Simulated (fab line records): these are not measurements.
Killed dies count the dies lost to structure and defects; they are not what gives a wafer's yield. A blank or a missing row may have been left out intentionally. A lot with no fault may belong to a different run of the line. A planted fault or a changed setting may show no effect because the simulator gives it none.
fab line records	flow n5-finfet
record: lots: 10	wafers: 30	last-day: 18
route steps=1938 shown BEOL_M0@736 BEOL_M1@751 BEOL_M4@1111 PASSIVATION@1936
lots untouched by any fault: they come from a run of this same line in which no faults occurred
start-h: the number of hours between the record's first day and the start of the first shown wafer of the lot	wait-h: hours elapsed since this lot's preceding step	" repeats the value in the row above	L1.1+2: several wafers, shown together as one row	- no value present, or no start provided	* or withheld: withheld	< > ~ a bound
route shown NAME@n: a module of which the file shows steps, and the number in the route of the first	usual: average and standard deviation across the fault-free wafers	same: alike in all rows	chamber/n: place in a boat	sites: each site's reading	_std_site: standard deviation of those values	_edge_site: mean of outer sites minus mean of inner sites	radius-mm: how far each site lies from the wafer's centre	mask NAME#n: copy n	behind: tool/chamber where the wafer was last shaped	hold: why the lot was held/for how many hours/how that ended	device: which transistor (n, p or np) failed to switch	end of line: at the end of the route, the tests of the same wafers	a step with no rows: only its recipe	killed: count of dies lost to structure and defects at first sort (not the wafer's yield)	map: shows each die of a wafer: x if killed, . if not, _ if none is there
set.NAME: the setting the step ran with; set.NAME@STEP: the setting that earlier step ran with	model.NAME: the simulator's own value behind a step, which no gauge read
one table for each step of the route and one row for each wafer, over a sample of lots
services: a tool's chamber out of use, with start hour (start-h, from the record's first day; less than 0 if before it), hours out, and reason
== steps ==
step: N5_BEOL_M0_SPUTTER_132
recipe: material: Cu	target-thk-a: 40	temp-c: -20	chamber-pressure-pa: 0.07	power-w: withheld	time-s: 7.37
usual: chuck-gas-flow-sccm: 1.27/0.053	substrate-temp-c: -19.99/0.1	throttle-valve-pct: 30.3/0.66
lot.wafer	tool	chamber	start-h	wait-h	chuck-gas-flow-sccm	substrate-temp-c	throttle-valve-pct
L346.2	pvd-sputter-02	-	119.94	0.0	1.33	-20.18	30.3
L346.3	"	-	"	"	1.25	-20.06	29.7
L346.6	"	-	"	"	1.21	-19.66	30.7
L347.1	pvd-sputter-02	-	121.10	0.0	1.32	-19.97	29.7
L347.3	"	-	"	"	1.27	-20.18	29.8
L347.5	"	-	"	"	1.26	-20.05	30.0
L354.1	pvd-sputter-01	-	167.55	0.0	1.31	-20.22	30.8
L354.2	"	-	"	"	1.29	-19.86	31.2
L354.4	"	-	"	"	1.24	-19.95	30.9
L355.1	pvd-sputter-01	-	168.19	0.0	1.16	-20.04	31.0
L355.3	"	-	"	"	1.37	-19.88	29.5
L355.5	"	-	"	"	1.22	-19.87	29.3
L363.3	pvd-sputter-02	-	226.29	0.0	1.38	-20.12	30.7
L363.5	"	-	"	"	1.32	-19.95	30.8
L363.6	"	-	"	"	1.27	-20.04	30.8
L365.2	pvd-sputter-01	-	233.95	0.0	1.28	-20.08	29.4
L365.4	"	-	"	"	1.27	-19.90	31.0
L365.6	"	-	"	"	1.39	-19.91	31.1
L364.1	pvd-sputter-03	-	240.51	0.0	1.18	-19.94	29.9
L364.2	"	-	"	"	1.35	-20.11	30.9
L364.3	"	-	"	"	1.25	-19.86	29.4
L366.3	pvd-sputter-01	-	244.96	0.0	1.18	-19.95	30.9
L366.5	"	-	"	"	1.28	-19.92	29.1
L366.6	"	-	"	"	1.23	-20.00	30.4
L367.1	pvd-sputter-01	-	245.46	0.0	1.35	-20.16	29.5
L367.3	"	-	"	"	1.18	-19.87	31.0
L367.6	"	-	"	"	1.33	-19.96	31.1
L368.1	pvd-sputter-03	-	252.41	0.0	1.28	-20.05	29.2
L368.4	"	-	"	"	1.39	-20.07	30.9
L368.5	"	-	"	"	1.28	-20.08	30.9
step: N5_BEOL_M0_SPUTTER_141
recipe: material: Cu	target-thk-a: 40	temp-c: -20	chamber-pressure-pa: 0.07	power-w: withheld	time-s: 7.37
usual: chuck-gas-flow-sccm: 1.26/0.05	substrate-temp-c: -20.01/0.095	throttle-valve-pct: 30.2/0.68
lot.wafer	tool	chamber	start-h	wait-h	chuck-gas-flow-sccm	substrate-temp-c	throttle-valve-pct
L346.2	pvd-sputter-02	-	120.18	0.0	1.35	-19.95	29.8
L346.3	"	-	"	"	1.27	-19.95	29.7
L346.6	"	-	"	"	1.22	-20.06	30.8
L347.1	pvd-sputter-02	-	121.34	0.0	1.24	-19.95	29.8
L347.3	"	-	"	"	1.32	-20.09	29.7
L347.5	"	-	"	"	1.34	-20.02	29.5
L354.1	pvd-sputter-01	-	167.79	0.0	1.28	-19.87	31.0
L354.2	"	-	"	"	1.24	-19.99	30.8
L354.4	"	-	"	"	1.27	-19.94	30.8
L355.1	pvd-sputter-01	-	168.43	0.0	1.32	-20.00	30.8
L355.3	"	-	"	"	1.31	-19.98	29.1
L355.5	"	-	"	"	1.26	-20.14	29.0
L363.3	pvd-sputter-02	-	226.53	0.0	1.27	-20.01	30.7
L363.5	"	-	"	"	1.29	-20.09	30.5
L363.6	"	-	"	"	1.19	-19.97	30.9
L365.2	pvd-sputter-01	-	234.19	0.0	1.19	-20.10	29.0
L365.4	"	-	"	"	1.21	-19.89	30.7
L365.6	"	-	"	"	1.28	-19.85	31.0
L364.1	pvd-sputter-03	-	240.75	0.0	1.31	-19.83	30.0
L364.2	"	-	"	"	1.38	-19.91	30.8
L364.3	"	-	"	"	1.35	-20.10	29.3
L366.3	pvd-sputter-01	-	245.23	0.0	1.19	-19.94	30.8
L366.5	"	-	"	"	1.19	-20.03	29.2
L366.6	"	-	"	"	1.31	-19.87	30.6
L367.1	pvd-sputter-01	-	245.73	0.0	1.24	-20.04	29.5
L367.3	"	-	"	"	1.23	-19.99	30.8
L367.6	"	-	"	"	1.25	-20.15	31.2
L368.1	pvd-sputter-03	-	252.65	0.0	1.35	-20.04	29.2
L368.4	"	-	"	"	1.27	-19.92	30.8
L368.5	"	-	"	"	1.18	-19.99	31.2
step: N5_BEOL_M1_ILD_DEP_00
recipe: material: SiOC	target-thk-a: 790	temp-c: 350	precursor: DEMS/O2	pressure-torr: 5	rf-w: 500	time-s: 15.3
usual: heater-power-w: 489/81	showerhead-plenum-p-Torr: 5.692/0.014	throttle-valve-pct: 12.0/0.52
lot.wafer	tool	chamber	start-h	wait-h	heater-power-w	showerhead-plenum-p-Torr	throttle-valve-pct
L346.2	pecvd-04	2	121.35	0.0	360	5.715	11.7
L346.3	"	0	"	"	477	5.698	12.5
L346.6	"	2	"	"	371	5.693	11.7
L347.1	pecvd-02	0	122.50	0.0	469	5.671	12.7
L347.3	"	1	"	"	623	5.699	12.3
L347.5	"	1	"	"	630	5.718	12.2
L354.1	pecvd-01	1	169.19	0.0	466	5.686	11.5
L354.2	"	0	"	"	445	5.678	12.2
L354.4	"	2	"	"	541	5.688	11.9
L355.1	pecvd-01	2	169.54	0.0	536	5.684	11.7
L355.3	"	1	"	"	439	5.702	11.2
L355.5	"	0	"	"	401	5.671	12.1
L363.3	pecvd-04	1	227.68	0.1	441	5.680	11.9
L363.5	"	0	"	"	489	5.692	12.3
L363.6	"	1	"	"	441	5.677	12.0
L365.2	pecvd-01	2	235.53	0.0	499	5.683	11.7
L365.4	"	0	"	"	463	5.681	12.2
L365.6	"	1	"	"	451	5.688	11.6
L364.1	pecvd-02	0	241.86	0.0	364	5.689	12.7
L364.2	"	1	"	"	582	5.712	12.5
L364.3	"	1	"	"	569	5.696	12.7
L366.3	pecvd-04	1	246.36	0.0	476	5.689	12.1
L366.5	"	2	"	"	387	5.703	10.8
L366.6	"	1	"	"	480	5.662	12.0
L367.1	pecvd-04	1	247.31	0.0	405	5.667	11.9
L367.3	"	0	"	"	528	5.694	12.6
L367.6	"	0	"	"	519	5.681	12.8
L368.1	pecvd-04	1	254.86	0.0	472	5.686	12.0
L368.4	"	0	"	"	530	5.687	12.7
L368.5	"	2	"	"	385	5.693	10.5
step: N5_BEOL_M1_COAT_62
recipe: resist: SiARC	temp-c: 220	time-s: 60	spin-rpm: 1500	resist-thk-nm: 12
usual: spin-speed-rpm: 1500.0/1
lot.wafer	tool	chamber	start-h	wait-h	spin-speed-rpm
L346.2	litho-track-01	0	121.79	-	1498.8
L346.3	"	0	"	"	1501.2
L346.6	"	0	"	"	1500.6
L347.1	litho-track-04	0	123.99	-	1498.8
L347.3	"	0	"	"	1501.2
L347.5	"	0	"	"	1499.9
L354.1	litho-track-04	0	170.28	-	1456.4
L354.2	"	0	"	"	1458.3
L354.4	"	0	"	"	1457.7
L355.1	litho-track-04	0	173.11	-	1459.2
L355.3	"	0	"	"	1457.9
L355.5	"	0	"	"	1458.0
L363.3	litho-track-03	0	227.97	-	1498.9
L363.5	"	0	"	"	1501.2
L363.6	"	0	"	"	1499.7
L365.2	litho-track-04	0	236.89	-	1497.9
L365.4	"	0	"	"	1500.5
L365.6	"	0	"	"	1499.0
L364.1	litho-track-03	0	243.06	-	1498.4
L364.2	"	0	"	"	1498.5
L364.3	"	0	"	"	1499.1
L366.3	litho-track-04	0	246.67	-	1500.2
L366.5	"	0	"	"	1499.4
L366.6	"	0	"	"	1497.5
L367.1	litho-track-03	0	249.35	-	1498.2
L367.3	"	0	"	"	1499.9
L367.6	"	0	"	"	1499.9
L368.1	litho-track-01	0	258.85	-	1502.0
L368.4	"	0	"	"	1500.5
L368.5	"	0	"	"	1500.5
step: N5_BEOL_M4_RC_MEAS_101
usual: DIBL_N: 36.2/1.6	DIBL_P: 36.5/1.9	IOFF_N: 0.158/0.027	IOFF_P: 0.21/0.038	ION_N: 675/12	ION_P: 464/8.9	SS_N: 71.5/0.61	SS_P: 73.4/0.59	VT_N: 250.4/3	VT_P: -250/3.6
lot.wafer	tool	chamber	start-h	wait-h	DIBL_N[mV/V]	DIBL_P[mV/V]	IOFF_N[nA/um]	IOFF_P[nA/um]	ION_N[uA/um]	ION_P[uA/um]	SS_N[mV/dec]	SS_P[mV/dec]	VT_N[mV]	VT_P[mV]
L347.1	prober-01	0	164.40	0.0	37.7	38.5	0.175	0.26	683	474	72.3	74.0	251.0	-247
L347.3	"	0	"	"	36.3	36.5	0.146	0.22	676	472	71.1	73.0	251.9	-250
L347.5	"	0	"	"	38.5	39.0	0.194	0.27	683	468	72.0	74.1	247.4	-245
L346.2	prober-02	0	167.34	0.2	34.3	35.5	0.138	0.19	668	457	70.9	72.3	252.3	-251
L346.3	"	0	"	"	36.1	38.0	0.161	0.24	682	466	71.5	72.9	252.3	-251
L346.6	"	0	"	"	36.9	38.7	0.184	0.25	688	465	72.0	73.2	249.9	-246
L354.1	prober-01	0	212.54	0.0	37.5	36.6	0.156	0.18	666	452	71.0	73.1	250.0	-257
L354.2	"	0	"	"	39.8	38.7	0.211	0.21	682	453	72.3	73.9	246.5	-255
L354.4	"	0	"	"	36.0	34.4	0.128	0.16	651	437	71.1	73.0	256.1	-259
L355.1	prober-02	0	218.98	0.0	37.6	38.5	0.184	0.24	698	475	72.1	73.9	245.7	-249
L355.3	"	0	"	"	35.8	37.4	0.158	0.22	686	467	71.1	73.5	250.7	-249
L355.5	"	0	"	"	35.6	37.4	0.165	0.22	696	477	71.1	73.4	247.4	-248
L365.2	prober-01	0	276.87	0.2	37.6	39.8	0.205	0.24	676	460	72.9	74.1	246.6	-249
L365.4	"	0	"	"	35.3	38.0	0.153	0.21	669	462	71.9	74.0	252.0	-251
L365.6	"	0	"	"	34.3	36.5	0.132	0.18	658	459	71.9	73.4	253.2	-253
L363.3	prober-01	0	279.92	0.3	36.6	37.1	0.172	0.21	666	463	72.4	72.5	249.4	-252
L363.5	"	0	"	"	37.2	37.6	0.176	0.22	669	458	72.7	74.3	250.6	-252
L363.6	"	0	"	"	35.2	36.7	0.142	0.20	673	462	71.5	73.6	252.4	-253
L364.1	prober-01	0	281.24	0.0	35.9	35.2	0.144	0.20	699	475	71.7	73.5	248.9	-250
L364.2	"	0	"	"	37.0	37.2	0.162	0.23	691	467	71.6	74.1	248.4	-251
L364.3	"	0	"	"	38.6	40.1	0.212	0.30	705	488	72.1	74.0	245.7	-242
L367.1	prober-02	0	302.58	0.0	35.7	35.7	0.158	0.18	677	459	71.2	72.7	248.8	-254
L367.3	"	0	"	"	36.8	38.1	0.175	0.23	666	457	71.6	73.8	247.5	-250
L367.6	"	0	"	"	35.6	36.5	0.165	0.20	677	468	71.4	72.8	248.2	-251
L366.3	prober-02	0	307.86	0.3	38.4	36.8	0.179	0.26	673	468	72.1	73.3	249.6	-247
L366.5	"	0	"	"	37.6	36.5	0.163	0.25	666	467	72.0	74.1	249.4	-247
L366.6	"	0	"	"	37.1	35.7	0.161	0.22	658	457	72.8	73.2	253.0	-247
L368.1	prober-02	0	320.57	0.0	35.0	34.8	0.149	0.22	664	463	71.1	72.8	250.4	-248
L368.4	"	0	"	"	34.2	34.5	0.141	0.22	686	482	70.4	73.0	249.9	-248
L368.5	"	0	"	"	32.9	33.3	0.116	0.19	666	469	71.3	73.1	252.7	-251
step: N5_PASSIVATION_PROBE_49
usual: defect-limited-yield: 91.3/1.7	killed_at_M0_to_M3: 33/11	killed_at_M4_up: 14/5.5	killed-at-contacts: 13/6.5	killed-at-front-end: 39/13	killed-at-other: 3.4/2.9	killed-dies: 103/20	killed-open: 69/15	killed-short: 32/8.1	sort_bin_5_function: 5.1/1.1	sort_bin_6_memory: 3.3/0.74	sort_bin_8_speed: 0.00/0.014	sort-n-pass: 1077/20	sort-yield-pct: 91.3/1.7
same: gross-dies: 1180	killed-at-back-side: 0	sort_bin_4_leakage[%]: 0
lot.wafer	tool	chamber	start-h	wait-h	defect-limited-yield[%]	killed_at_M0_to_M3	killed_at_M4_up	killed-at-contacts	killed-at-front-end	killed-at-other	killed-dies	killed-open	killed-short	sort_bin_5_function[%]	sort_bin_6_memory[%]	sort_bin_8_speed[%]	sort-n-pass	sort-yield-pct[%]
L346.2	prober-01	-	282.57	0.1	89.7	34	17	12	54	4	121	86	32	6.2	3.4	0	1059	89.7
L346.3	prober-01	-	282.62	0.1	85.3	44	19	11	94	5	173	124	48	9.3	5.0	0	1007	85.3
L346.6	prober-01	-	282.77	0.3	89.8	24	12	10	73	1	120	78	42	6.0	3.8	0	1060	89.8
L347.1	prober-02	-	287.08	0.0	88.8	51	16	11	50	4	132	93	39	6.9	4.1	0	1048	88.8
L347.3	prober-02	-	287.18	0.1	88.5	31	18	20	60	7	136	91	39	6.7	3.7	0	1044	88.5
L347.5	prober-02	-	287.28	0.2	90.0	48	20	12	26	12	118	82	35	5.7	3.7	0	1062	90.0
L354.1	prober-02	-	331.77	0.0	89.9	29	23	18	42	7	119	87	32	6.6	3.2	0	1061	89.9
L354.2	prober-02	-	331.82	0.1	89.7	35	24	15	42	5	121	84	35	5.8	4.0	0	1059	89.7
L354.4	prober-02	-	331.92	0.2	90.6	36	21	5	45	4	111	76	32	6.0	3.1	0.08	1068	90.5
L355.1	prober-02	-	336.34	0.0	90.3	34	8	26	43	3	114	84	30	6.3	3.0	0	1066	90.3
L355.3	prober-02	-	336.44	0.1	92.0	41	9	16	25	3	94	63	31	4.8	3.0	0	1086	92.0
L355.5	prober-02	-	336.54	0.2	92.9	30	10	17	26	1	84	59	24	4.1	2.7	0	1096	92.9
L365.2	prober-01	-	385.79	0.1	91.5	31	9	9	47	4	100	70	28	4.5	3.6	0	1080	91.5
L365.4	prober-01	-	385.89	0.2	91.9	22	6	21	34	13	96	60	36	5.1	2.9	0	1084	91.9
L365.6	prober-01	-	385.99	0.3	89.0	38	13	20	54	5	130	88	37	6.2	4.1	0	1050	89.0
L363.3	prober-01	-	390.85	0.1	93.3	20	14	7	37	1	79	63	15	3.7	2.9	0	1101	93.3
L363.5	prober-01	-	390.95	0.2	93.0	11	17	13	35	7	83	56	26	4.2	2.5	0	1097	93.0
L363.6	prober-01	-	391.00	0.3	92.5	16	15	22	30	5	88	55	31	4.1	3.1	0	1092	92.5
L364.1	prober-02	-	393.78	0.0	92.1	21	17	9	44	2	93	64	28	4.5	3.1	0	1087	92.1
L364.2	prober-02	-	393.83	0.1	89.7	35	18	23	42	3	121	75	44	5.3	4.6	0	1059	89.7
L364.3	prober-02	-	393.88	0.1	91.5	29	13	20	34	4	100	72	27	4.7	3.4	0	1080	91.5
L367.1	prober-02	-	423.57	0.8	92.5	31	6	19	29	4	89	61	28	4.5	2.8	0	1091	92.5
L367.3	prober-02	-	423.67	0.9	93.1	30	17	12	23	0	82	61	20	4.2	2.5	0	1098	93.1
L367.6	prober-02	-	423.82	1.1	90.4	31	10	20	50	2	113	82	30	5.4	3.7	0	1067	90.4
L366.3	prober-02	-	423.97	0.5	90.6	22	29	26	34	0	111	79	32	5.5	3.7	0	1069	90.6
L366.5	prober-02	-	424.07	0.6	89.6	29	23	20	46	5	123	82	36	5.6	4.2	0	1057	89.6
L366.6	prober-02	-	424.12	0.6	91.6	21	17	17	41	3	99	71	27	4.9	3.4	0	1081	91.6
L368.1	prober-02	-	438.29	0.0	92.2	28	11	11	40	2	92	63	28	4.5	3.0	0	1088	92.2
L368.4	prober-02	-	438.44	0.2	92.6	21	9	24	32	1	87	62	22	4.5	2.7	0	1093	92.6
L368.5	prober-02	-	438.49	0.2	91.5	43	9	13	34	1	100	68	28	5.0	3.3	0	1080	91.5
killed by level:class
L346.2 STI_FIN_REVEAL:geometric-particle:open=18 BEOL_M2:geometric-particle:open=12 MOL_CONTACT_COAG:geometric-particle:open=9 FIN_SAQP:geometric-particle:open=7 FIN_SAQP:geometric-particle:short=7 BEOL_M6:geometric-particle:open=7 DUMMY_GATE:geometric-particle:open=4 BEOL_M3:geometric-particle:open=4
L346.3 STI_FIN_REVEAL:geometric-particle:open=42 FIN_SAQP:geometric-particle:short=17 BEOL_M2:geometric-particle:open=16 FIN_SAQP:geometric-particle:open=14 MOL_CONTACT_COAG:geometric-particle:open=8 BEOL_M0_SAQP:geometric-particle:short=8 BEOL_M0_SAQP:geometric-particle:open=8 BEOL_M4:geometric-particle:open=8
L346.6 STI_FIN_REVEAL:geometric-particle:open=25 FIN_SAQP:geometric-particle:short=11 FIN_SAQP:geometric-particle:open=9 MOL_CONTACT_COAG:geometric-particle:open=9 STI_FIN_REVEAL:geometric-particle:short=6 ILD0:geometric-particle:short=6 BEOL_M1:geometric-particle:open=6 BEOL_M2:geometric-particle:open=6
L347.1 BEOL_M0_SAQP:geometric-particle:open=20 BEOL_M0_SAQP:geometric-particle:short=13 STI_FIN_REVEAL:geometric-particle:open=10 BEOL_M3:geometric-particle:open=10 MOL_CONTACT_COAG:geometric-particle:open=10 BEOL_M4:geometric-particle:open=9 ILD0:geometric-particle:open=8 FIN_SAQP:geometric-particle:short=6
L347.3 MOL_CONTACT_COAG:geometric-particle:open=18 STI_FIN_REVEAL:geometric-particle:open=12 FIN_SAQP:geometric-particle:short=9 BEOL_M4:geometric-particle:open=9 BEOL_M1:geometric-particle:open=9 BEOL_M3:geometric-particle:open=8 FIN_SAQP:geometric-particle:open=7 GATE_CUT:geometric-particle:short=6
L347.5 BEOL_M0_SAQP:geometric-particle:open=13 BEOL_M1:geometric-particle:open=12 BEOL_M0_SAQP:geometric-particle:short=11 MOL_CONTACT_COAG:geometric-particle:open=10 DUMMY_GATE:geometric-particle:open=9 BEOL_M4:geometric-particle:open=6 STI_FIN_REVEAL:geometric-particle:open=5 BEOL_M4:geometric-particle:short=5
L354.1 MOL_CONTACT_COAG:geometric-particle:open=17 BEOL_M4:geometric-particle:open=14 BEOL_M0_SAQP:geometric-particle:open=11 DUMMY_GATE:geometric-particle:open=8 BEOL_M1:geometric-particle:open=8 FIN_SAQP:geometric-particle:open=7 STI_FIN_REVEAL:geometric-particle:open=6 GATE_CUT:geometric-particle:short=5
L354.2 FIN_SAQP:geometric-particle:open=12 MOL_CONTACT_COAG:geometric-particle:open=12 BEOL_M4:geometric-particle:open=11 BEOL_M0_SAQP:geometric-particle:open=9 BEOL_M1:geometric-particle:open=9 BEOL_M5:geometric-particle:open=7 BEOL_M0_SAQP:geometric-particle:short=6 FIN_SAQP:geometric-particle:short=4
L354.4 BEOL_M4:geometric-particle:open=12 FIN_SAQP:geometric-particle:open=11 STI_FIN_REVEAL:geometric-particle:open=7 BEOL_M3:geometric-particle:open=7 BEOL_M0_SAQP:geometric-particle:short=6 BEOL_M2:geometric-particle:open=6 FIN_SAQP:geometric-particle:short=5 DUMMY_GATE:geometric-particle:open=5
L355.1 MOL_CONTACT_COAG:geometric-particle:open=25 FIN_SAQP:geometric-particle:open=8 STI_FIN_REVEAL:geometric-particle:open=8 BEOL_M0_SAQP:geometric-particle:open=8 FIN_SAQP:geometric-particle:short=7 DUMMY_GATE:geometric-particle:open=7 BEOL_M0_SAQP:geometric-particle:short=7 SPACER0:geometric-particle:short=6
L355.3 MOL_CONTACT_COAG:geometric-particle:open=13 BEOL_M3:geometric-particle:open=12 BEOL_M0_SAQP:geometric-particle:short=11 BEOL_M0_SAQP:geometric-particle:open=8 STI_FIN_REVEAL:geometric-particle:open=4 BEOL_M1:geometric-particle:open=4 BEOL_M2:geometric-particle:open=4 BEOL_M4:geometric-particle:open=4
L355.5 MOL_CONTACT_COAG:geometric-particle:open=12 BEOL_M0_SAQP:geometric-particle:open=10 BEOL_M0_SAQP:geometric-particle:short=9 FIN_SAQP:geometric-particle:open=7 MOL_CONTACT_COAG:geometric-particle:short=5 BEOL_M4:geometric-particle:short=4 DUMMY_GATE:geometric-particle:open=4 BEOL_M1:geometric-particle:open=4
L365.2 FIN_SAQP:geometric-particle:open=10 STI_FIN_REVEAL:geometric-particle:open=10 BEOL_M2:geometric-particle:open=8 MOL_CONTACT_COAG:geometric-particle:open=7 BEOL_M3:geometric-particle:open=7 FIN_SAQP:geometric-particle:short=6 BEOL_M0_SAQP:geometric-particle:open=6 BEOL_M0_SAQP:geometric-particle:short=6
L365.4 MOL_CONTACT_COAG:geometric-particle:open=15 FIN_SAQP:geometric-particle:open=8 STI_FIN_REVEAL:geometric-particle:open=6 MOL_CONTACT_COAG:geometric-particle:short=6 PASS1_CAP:geometric-particle:short=6 BEOL_M1:geometric-particle:open=5 FIN_SAQP:geometric-particle:short=4 BEOL_M0_SAQP:geometric-particle:open=4
L365.6 MOL_CONTACT_COAG:geometric-particle:open=17 BEOL_M2:geometric-particle:open=17 STI_FIN_REVEAL:geometric-particle:open=14 FIN_SAQP:geometric-particle:short=8 BEOL_M0_SAQP:geometric-particle:open=6 FIN_SAQP:geometric-particle:open=5 BEOL_M3:geometric-particle:open=5 BEOL_M4:geometric-particle:open=5
L363.3 STI_FIN_REVEAL:geometric-particle:open=14 BEOL_M1:geometric-particle:open=8 MOL_CONTACT_COAG:geometric-particle:open=6 BEOL_M4:geometric-particle:open=6 FIN_SAQP:geometric-particle:open=5 DUMMY_GATE:geometric-particle:open=4 GATE_CUT:geometric-particle:open=3 BEOL_M0_SAQP:geometric-particle:open=3
L363.5 STI_FIN_REVEAL:geometric-particle:open=9 MOL_CONTACT_COAG:geometric-particle:open=9 STARTING-WAFER:geometric-particle:short=7 BEOL_M4:geometric-particle:open=7 FIN_SAQP:geometric-particle:open=4 DUMMY_GATE:geometric-particle:open=4 ILD0:geometric-particle:open=4 BEOL_M2:geometric-particle:open=4
L363.6 MOL_CONTACT_COAG:geometric-particle:open=19 FIN_SAQP:geometric-particle:short=7 STI_FIN_REVEAL:geometric-particle:open=5 BEOL_M0_SAQP:geometric-particle:short=4 GATE_CUT:geometric-particle:short=4 BEOL_M0:geometric-particle:open=4 BEOL_M4:geometric-particle:open=4 BEOL_M5:geometric-particle:open=4
L364.1 FIN_SAQP:geometric-particle:short=10 DUMMY_GATE:geometric-particle:open=10 FIN_SAQP:geometric-particle:open=9 MOL_CONTACT_COAG:geometric-particle:open=7 BEOL_M0_SAQP:geometric-particle:open=7 BEOL_M2:geometric-particle:open=7 BEOL_M4:geometric-particle:open=7 STARTING-WAFER:geometric-particle:short=6
L364.2 MOL_CONTACT_COAG:geometric-particle:open=20 BEOL_M0_SAQP:geometric-particle:short=10 FIN_SAQP:geometric-particle:open=8 FIN_SAQP:geometric-particle:short=8 DUMMY_GATE:geometric-particle:open=8 BEOL_M3:geometric-particle:short=6 BEOL_M2:geometric-particle:open=6 BEOL_M3:geometric-particle:open=5
L364.3 MOL_CONTACT_COAG:geometric-particle:open=18 FIN_SAQP:geometric-particle:open=10 BEOL_M0_SAQP:geometric-particle:short=7 BEOL_M2:geometric-particle:open=7 FIN_SAQP:geometric-particle:short=5 BEOL_M0_SAQP:geometric-particle:open=5 BEOL_M3:geometric-particle:open=5 BEOL_M4:geometric-particle:open=5
L367.1 MOL_CONTACT_COAG:geometric-particle:open=15 STI_FIN_REVEAL:geometric-particle:open=12 BEOL_M2:geometric-particle:open=8 BEOL_M1:geometric-particle:open=6 BEOL_M0_SAQP:geometric-particle:short=5 MOL_CONTACT_COAG:geometric-particle:short=4 BEOL_M0_SAQP:geometric-particle:open=4 FIN_SAQP:geometric-particle:short=3
L367.3 BEOL_M1:geometric-particle:open=9 BEOL_M4:geometric-particle:open=9 MOL_CONTACT_COAG:geometric-particle:open=8 BEOL_M3:geometric-particle:open=7 STI_FIN_REVEAL:geometric-particle:open=6 BEOL_M2:geometric-particle:open=4 MOL_CONTACT_COAG:geometric-particle:short=4 STARTING-WAFER:geometric-particle:short=4
L367.6 STI_FIN_REVEAL:geometric-particle:open=18 FIN_SAQP:geometric-particle:open=11 MOL_CONTACT_COAG:geometric-particle:open=11 MOL_CONTACT_COAG:geometric-particle:short=9 BEOL_M2:geometric-particle:open=9 BEOL_M1:geometric-particle:open=6 DUMMY_GATE:geometric-particle:open=5 BEOL_M0_SAQP:geometric-particle:open=5
L366.3 MOL_CONTACT_COAG:geometric-particle:open=20 BEOL_M4:geometric-particle:open=15 BEOL_M2:geometric-particle:open=7 DUMMY_GATE:geometric-particle:open=6 MOL_CONTACT_COAG:geometric-particle:short=6 FIN_SAQP:geometric-particle:short=5 STI_FIN_REVEAL:geometric-particle:open=5 BEOL_M1:geometric-particle:open=5
L366.5 MOL_CONTACT_COAG:geometric-particle:open=17 BEOL_M4:geometric-particle:open=12 STI_FIN_REVEAL:geometric-particle:open=10 BEOL_M1:geometric-particle:open=8 FIN_SAQP:geometric-particle:short=6 FIN_SAQP:geometric-particle:open=6 BEOL_M2:geometric-particle:open=5 HKMG_FIN:area-etch=5
L366.6 MOL_CONTACT_COAG:geometric-particle:open=11 STI_FIN_REVEAL:geometric-particle:open=10 BEOL_M2:geometric-particle:open=7 FIN_SAQP:geometric-particle:open=6 DUMMY_GATE:geometric-particle:open=6 MOL_CONTACT_COAG:geometric-particle:short=6 BEOL_M0_SAQP:geometric-particle:open=6 BEOL_M8:geometric-particle:open=6
L368.1 STI_FIN_REVEAL:geometric-particle:open=14 MOL_CONTACT_COAG:geometric-particle:open=11 BEOL_M0_SAQP:geometric-particle:short=7 BEOL_M3:geometric-particle:open=7 FIN_SAQP:geometric-particle:short=6 FIN_SAQP:geometric-particle:open=5 BEOL_M4:geometric-particle:open=5 ILD0:geometric-particle:open=4
L368.4 MOL_CONTACT_COAG:geometric-particle:open=23 FIN_SAQP:geometric-particle:open=10 FIN_SAQP:geometric-particle:short=9 BEOL_M2:geometric-particle:open=6 BEOL_M0_SAQP:geometric-particle:open=4 BEOL_M0:geometric-particle:open=4 BEOL_M7:geometric-particle:open=3 STI_FIN_REVEAL:geometric-particle:open=2
L368.5 BEOL_M1:geometric-particle:open=19 FIN_SAQP:geometric-particle:open=10 MOL_CONTACT_COAG:geometric-particle:open=8 BEOL_M0_SAQP:geometric-particle:open=6 FIN_SAQP:geometric-particle:short=5 STI_FIN_REVEAL:geometric-particle:open=5 BEOL_M1:geometric-particle:short=5 BEOL_M3:geometric-particle:open=5
== services ==
tool	chamber	start-h	hours	kind
pvd-sputter-02	-	97.81	1.0	repair
pvd-sputter-03	-	102.99	3.6	repair
pecvd-04	-	131.68	1.8	repair
pecvd-04	0	135.29	2.1	scheduled-down
pecvd-04	1	140.31	36.2	repair
pecvd-04	-	141.20	28.1	pm
pvd-sputter-02	-	151.48	2.4	repair
pecvd-01	0	163.00	2.1	scheduled-down
pecvd-04	-	179.66	0.3	repair
pecvd-04	-	187.21	3.8	repair
pecvd-04	2	202.38	-	clean
pecvd-04	2	202.38	-	consumable-replace:showerhead
pecvd-04	2	202.38	29.0	scheduled-down
pecvd-04	2	202.38	29.0	vent-cycle
pecvd-02	0	214.50	5.5	scheduled-down
pecvd-02	-	216.91	14.6	pm
pecvd-02	2	233.53	18.2	repair
pecvd-04	2	233.59	5.8	repair
pecvd-01	1	243.29	17.6	repair
pecvd-01	-	245.94	0.7	repair
== key ==
first-sign: step: N5_BEOL_M1_COAT_62	reading: spin-speed-rpm	direction: down	sigmas: 41	usual: *	struck: *
effect none on later readings
met-at N5_BEOL_M1_COAT_62
struck-lots L354,L355
not-acting-at N5_BEOL_M0_SPUTTER_132,N5_BEOL_M0_SPUTTER_141,N5_BEOL_M1_ILD_DEP_00
onset-between 123.99 170.28
fault: kind: process-parameter-drift	tool: litho-track-04	chamber: -	onset-h: 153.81	steps: N5_BEOL_M1_COAT_62	channel: spin-rpm	offset: *	shape: step	end-h: 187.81	acts-in: *	stated: *
